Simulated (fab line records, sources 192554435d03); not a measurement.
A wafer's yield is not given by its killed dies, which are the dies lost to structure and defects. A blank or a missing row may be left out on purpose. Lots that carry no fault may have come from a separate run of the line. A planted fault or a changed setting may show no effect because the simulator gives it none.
Split-lot trial    flow n5-finfet    on a route of 1938 steps: 7 lots, 39 wafers read

== THE SPLIT ITSELF ==
At N5_BEOL_M0_SAQP_ETCH_106 (etches SOC in N2/H2, stops on SiNx, target depth 150 nm), the setting target-depth-a was moved away from the recipe's 1500 angstrom on 15 of the 39 wafers read, by -32.8% to +56.9%. This setting was run at the recipe's value on the other wafers.

The reading is taken at the split's own step.

== THE READING ==
SOC_of_BEOL_M0_SAQP_COAT_105.thk-nm (the simulator's own value, which no gauge read), in nm, at N5_BEOL_M0_SAQP_ETCH_106 (etches SOC in N2/H2, stops on SiNx, target depth 150 nm). There is no usual value for it anywhere in the file. Here, 24 wafers ran the recipe; their average is 23.5 nm with a standard deviation of 1.3 nm.

wafer   tool, chamber at the split  target-depth-a as run, angstrom  against the recipe  SOC_of_BEOL_M0_SAQP_COAT_105.thk-nm, nm  against lot-mates on the recipe
L075.1  rie-diel-05, 1              1500                             recipe              21.4                                     -
L075.2  rie-diel-05, 0              1500                             recipe              25                                       -
L075.3  rie-diel-05, 2              1500                             recipe              21.8                                     -
L075.4  rie-diel-05, 3              1500                             recipe              23.8                                     -
L075.5  rie-diel-05, 3              1500                             recipe              23                                       -
L075.6  rie-diel-05, 0              1500                             recipe              24.2                                     -
L079.1  rie-diel-05, 2,1,2          1981                             +32.1%              0                                        -23.0
L079.3  rie-diel-05, 2,1,2          1981                             +32.1%              0                                        -23.0
L079.6  rie-diel-05, 2,1,2          1981                             +32.1%              0                                        -23.0
L079.2  rie-diel-05, 0              1500                             recipe              24.6                                     -
L079.4  rie-diel-05, 3              1500                             recipe              22.2                                     -
L079.5  rie-diel-05, 3              1500                             recipe              22.2                                     -
L082.1  rie-diel-04, 0              1500                             recipe              25.6                                     -
L082.2  rie-diel-04, 3              1008                             -32.8%              49.2                                     +24.3
L082.3  rie-diel-04, 1              1500                             recipe              25                                       -
L082.4  rie-diel-04, 2              1500                             recipe              24.2                                     -
L082.5  rie-diel-04, 2              1008                             -32.8%              49.6                                     +24.7
L082.6  rie-diel-04, 1              1008                             -32.8%              50                                       +25.1
L084.1  rie-diel-04, 0,1,2          2354                             +56.9%              0                                        -24.5
L084.2  rie-diel-04, 0,1,2          2354                             +56.9%              0                                        -24.5
L084.3  rie-diel-04, 0,1,2          2354                             +56.9%              0                                        -24.5
L084.4  rie-diel-04, 3,0            1500                             recipe              24.2                                     -
L084.6  rie-diel-04, 3,0            1500                             recipe              24.2                                     -
L084.5  rie-diel-04, 1              1500                             recipe              25.2                                     -
L086.1  rie-diel-05, 0              1782                             +18.8%              10.2                                     -12.0
L086.2  rie-diel-05, 3              1500                             recipe              21.2                                     -
L086.3  rie-diel-05, 1              1782                             +18.8%              6.2                                      -16.0
L086.4  rie-diel-05, 2              1782                             +18.8%              6.8                                      -15.4
L086.5  rie-diel-05, 0              1500                             recipe              24                                       -
L086.6  rie-diel-05, 1              1500                             recipe              21.4                                     -
L092.1  rie-diel-04, 3,2            1500                             recipe              24.6                                     -
L092.5  rie-diel-04, 3,2            1500                             recipe              24.6                                     -
L092.2  rie-diel-04, 1,2,1          2250                             +50.0%              0                                        -24.5
L092.3  rie-diel-04, 1,2,1          2250                             +50.0%              0                                        -24.5
L092.6  rie-diel-04, 1,2,1          2250                             +50.0%              0                                        -24.5
L092.4  rie-diel-04, 0              1500                             recipe              24.2                                     -
L097.1  rie-diel-05, 3,1            1500                             recipe              22.4                                     -
L097.6  rie-diel-05, 3,1            1500                             recipe              22.4                                     -
L097.2  rie-diel-05, 1              1500                             recipe              22.2                                     -
Where a row lists several chambers, the file gives one row for several wafers and doesn't say which wafer went through which chamber.

FIT RESULTS
A straight line over all 39 wafers: SOC_of_BEOL_M0_SAQP_COAT_105.thk-nm changes by -0.549 nm for each +1% of target-depth-a; r = -0.95; the points scatter about the line by 4.2 nm.
The same after taking each lot's own level away (the mean of its wafers on the recipe; 39 wafers): -0.549 nm for each +1%; r = -0.97; scatter 3.5 nm.
Per that fit: largest target-depth-a move, reading shift of 31 nm.
The lots' own levels span 22.20 to 24.93 nm, that is 2.0 times the standard deviation above.
Consequently the slope shifts little with the lot-to-lot level, the two slopes agreeing.
Check: with one of the wafers moved furthest among these (+56.9%) left out of the fit, the line predicts -31.7 nm for it against its lot-mates. Against them it came out at -24.5 nm.

== OTHER SPLITS ON THESE WAFERS ==
Note: prior to the reading, these wafers also went through further splits. Each is held against what the fit with the lots' levels taken away leaves over:
other split on the same wafers              wafers away from the commonest value  r with SOC_of_BEOL_M0_SAQP_COAT_105.thk-nm (lot level and that fit taken away)
N5_FIN_SAQP_HM_DEP_03 time-s                12                                    +0.23
N5_SD_EPI_P_EPI_21 epi-growth-time-s        9                                     -0.33
N5_HKMG_FIN_CVD_62 time-s                   15                                    +0.41
N5_MOL_CONTACT_COAG_CONTACT_ETCH_14 time-s  12                                    +0.20

== THE WHOLE CHAIN: every reading that the file lists as answering this split, in the file's order ==
step                      what it does                                             reading                                                                               change (the file's fit)                                                           r (the file's)
N5_BEOL_M0_SAQP_ETCH_106  etches SOC in N2/H2, stops on SiNx, target depth 150 nm  SOC_of_BEOL_M0_SAQP_COAT_105.thk-nm (the simulator's own value, which no gauge read)  -0.541 nm for each +1% of the setting                                             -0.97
N5_BEOL_M0_SAQP_ETCH_107  etches SiNx in CH3F/O2, target depth 30 nm               SOC_of_BEOL_M0_SAQP_COAT_105.thk-nm (the simulator's own value, which no gauge read)  not straight: 38.73 at the lowest setting, 12.56 at the recipe, 0 at the highest  not given

== FILE'S OWN FIT ==
SOC_of_BEOL_M0_SAQP_COAT_105.thk-nm changes by -0.541 nm for each +1% of target-depth-a, r = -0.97.
